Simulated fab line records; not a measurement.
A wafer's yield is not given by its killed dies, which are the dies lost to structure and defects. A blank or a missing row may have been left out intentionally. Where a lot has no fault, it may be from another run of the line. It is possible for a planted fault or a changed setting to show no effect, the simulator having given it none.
Problem report in the 8D (eight disciplines) form, filled by code :: flow n5Finfet :: the parts of the form that need people (team, actions taken, sign-off) are left out

## 1. THE ISSUE
On 2 wafers of 1 lot, rfFwdPowerW at N5_BEOL_M9_ETCH_62 has a mean of 636.5 W; fault-free wafers read 836.8 W, standard deviation 2.4. Measured from the usual mean, that is -83 standard deviations.
The step: etches SOC in N2/H2, target depth 110 nm, overetch 22 nm, time 165 s.
Earliest sighting: wafer L213.4 on rieDiel-03 at day 12 07:39. At this step, 30 wafers from 10 lots have a number in the record. Rule for "out", or "out of limits": more than 4 standard deviations from the usual mean. The other wafers with a number count as sound.

## 2. WHAT IT IS, AND WHAT IT ISN'T
question: which readings at this step
is: rfFwdPowerW, rfVppV
is not: drypumpMotorCurrentA, oesProductAu, showerheadPlenumPTorr

question: which lots
is: L213
is not: L204, L205, L206, L208, L212, L214, L217, L222, L226

question: which wafers of those lots
is: L213.4, L213.6
is not: L213.1

question: read on which tools
is: rieDiel-03
is not: rieDiel-01, rieDiel-02

question: when
is: from day 12 07:39
is not: up to then (16 sound wafers); but 12 sound wafers of L214, L217, L222, L226 came after

## 3. WHAT RULES OUT EACH SUSPECT
Counting: a tool at a process step up to the reading stays a suspect if it ran every lot that is out. Sound lots after the first of them don't rule it out here, since some wafers of a struck lot are sound.
- cmp-03 at N5_BEOL_M8_CMP_52 (polishes, stops on SiCOH lowk, t overpolish 6.9 s, target thk 80 nm): kept. It ran the lot that is out, L213 (day 12 05:35).
- rieDiel-03 at N5_BEOL_M9_ETCH_62 (etches SOC in N2/H2, target depth 110 nm, overetch 22 nm, time 165 s): kept. The lot that is out, L213, ran on it at day 12 07:39; the last sound lot it ran before that was L212, at day 12 04:22. Its own readings are out on those wafers: rfFwdPowerW, rfVppV.
- At N5_BEOL_M9_ETCH_62 on rieDiel-03, chamber 1 took the sound wafers of the same lots and chamber 3 took the wafers that are out.
After counting, cmp-03 at N5_BEOL_M8_CMP_52 and rieDiel-03 at N5_BEOL_M9_ETCH_62 remain.

## 4. THE CAUSE (what the simulator had put in)
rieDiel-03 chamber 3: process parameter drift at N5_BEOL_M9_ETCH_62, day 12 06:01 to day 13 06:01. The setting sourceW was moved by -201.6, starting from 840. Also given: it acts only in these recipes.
This tool is one of the 2 suspects left after counting.

## 5. THE CHAIN OF EFFECTS, in route order
Each row: a reading where the mean over the struck wafers with a number is more than 3 standard deviations away from the usual. Readings are gone through only where the record gives a usual standard deviation; hours: the median, over the lots, of the time from a lot's start at the first step in this table giving one to that lot's start at this step; sigmas: the change measured in usual standard deviations.
hours: 0
step: N5_BEOL_M9_ETCH_62
reading: rfFwdPowerW
usual: 836.8 W
on struck wafers: 636.5
change: -200.3
sigmas: -83

hours: 0
step: N5_BEOL_M9_ETCH_62
reading: rfVppV
usual: 523 V
on struck wafers: 578
change: +54
sigmas: +18
The process steps in it:
- N5_BEOL_M9_ETCH_62: etches SOC in N2/H2, target depth 110 nm, overetch 22 nm, time 165 s.

## 6. HOW IT WOULD HAVE BEEN CAUGHT EARLIER
In this record no reading fell out of limits until day 12 07:39, 2 hours after the fault had begun at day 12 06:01.
